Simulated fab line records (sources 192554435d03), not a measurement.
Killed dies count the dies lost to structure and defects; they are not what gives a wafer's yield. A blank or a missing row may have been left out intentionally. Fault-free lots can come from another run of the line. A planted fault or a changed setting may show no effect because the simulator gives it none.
Struck lot and sound lot, side by side ; flow n5Finfet ; 14 out of 1938 route steps
Sound: the wafers L253.3, L253.5, L253.6. Struck: wafer L264.3 (L264.2, L264.4, from the same lot, were not struck and are left out); the cause is given at the end.
Per side, at each step with rows, come the tool, then ch with its chambers, and then its first start. Under that, the readings that differ: sound wafers ; struck wafers ; difference of the means ; sigmas: that difference in standard deviations of wafers without a fault.
alike: same words and numbers on both sides, and readings whose means sit less than 2 such deviations apart. not compared: any withheld reading, any reading some wafer has no value for, any bound like >300 that may hide the same value, and any number with overlapping values for which the record gives no deviation.
The two part at a step that has a row with sigmas, a row that says differs or no value, or rows on one side only. When numbers do not overlap yet have no deviation, they are printed without sigmas and do not part them. Lack of a reading on every wafer of one side parts them only where that side has two or more wafers.

first, 8 steps without rows for these wafers: N5_MIM_BOT_LITHO_HMDS_01 (time 60 s); N5_MIM_BOT_LITHO_COAT_02; N5_MIM_BOT_LITHO_EBR_04; N5_MIM_BOT_LITHO_SOFTBAKE_03 (time 90 s); N5_MIM_BOT_LITHO_EXPOSE_05 (exposes mask MIM BOT); N5_MIM_BOT_LITHO_PEB_06; N5_MIM_BOT_LITHO_DEVELOP_07 (develop time 60 s); N5_MIM_BOT_LITHO_HARDBAKE_09 (time 120 s).
N5_MIM_BOT_LITHO_CD_MEAS_08 targets a cd of 3000 nm.
  sound on cdSem-02 ch 0, day 12 15:06; struck on cdSem-02 ch 0, day 15 22:06
  alike: cdNm
N5_MIM_BOT_LITHO_OVL_MEAS_11:
  sound on overlay-01 ch 0, day 12 15:08; struck on overlay-01 ch 0, day 15 22:08
  alike: MIM_BOT_OVL
N5_MIM_BOT_LITHO_INSPECT_12: inspects for defects (macro).
  sound on defectInspect-02, day 12 15:10; struck on defectInspect-02, day 15 22:09
  alike: rawDefectCount
N5_MIM_BOT_LITHO_DESCUM_10: chemistry O2, time 7.9 s.
  sound on rieDiel-01 ch 1,2,3, day 12 15:11; struck on rieDiel-01 ch 0, day 15 22:11
reading;sound;struck;difference;sigmas
rfVppV (V);244.3 243.5 241.4;240.4;-2.7;-2
showerheadPlenumPTorr (Torr);2.12 2.15 2.01;1.97;-0.12;-2
  alike: drypumpMotorCurrentA, oesProductAu, throttleValvePct
  not compared: rfHoursCounterH
N5_MIM_BOT_ETCH_ETCH_04: etches SiNx in CF4/O2, target depth 26 nm, time 13 s.
  sound on rieDiel-01 ch 1,2,3, day 12 15:16; struck on rieDiel-01 ch 0, day 15 22:16
reading;sound;struck;difference;sigmas
rfFwdPowerW (W);532.4 533.8 532.0;658.0;+125.3;+74
rfVppV (V);245 246 240;210;-34;-9
model.etch.depthNm (nm);25.89 25.88 24.89;30.28;+4.73;
  alike: drypumpMotorCurrentA, oesProductAu, showerheadPlenumPTorr, throttleValvePct
  not compared: rfHoursCounterH
N5_MIM_BOT_ETCH_ETCH_03: etches the open film in Cl2/BCl3, target depth 12 nm.
  sound on rieMetal-01 ch 0,1, day 12 15:23; struck on rieMetal-02 ch 1, day 15 22:21
reading;sound;struck;difference;sigmas
oesProductAu (a.u.);0.72 0.68 0.73;0.97;+0.26;+2
  alike: drypumpMotorCurrentA, rfFwdPowerW, throttleValvePct
  not compared: rfHoursCounterH

WHERE THEY PART
Earliest at N5_MIM_BOT_LITHO_DESCUM_10; latest, in this record, at N5_MIM_BOT_ETCH_ETCH_03.

WHY: the cause the simulator had injected
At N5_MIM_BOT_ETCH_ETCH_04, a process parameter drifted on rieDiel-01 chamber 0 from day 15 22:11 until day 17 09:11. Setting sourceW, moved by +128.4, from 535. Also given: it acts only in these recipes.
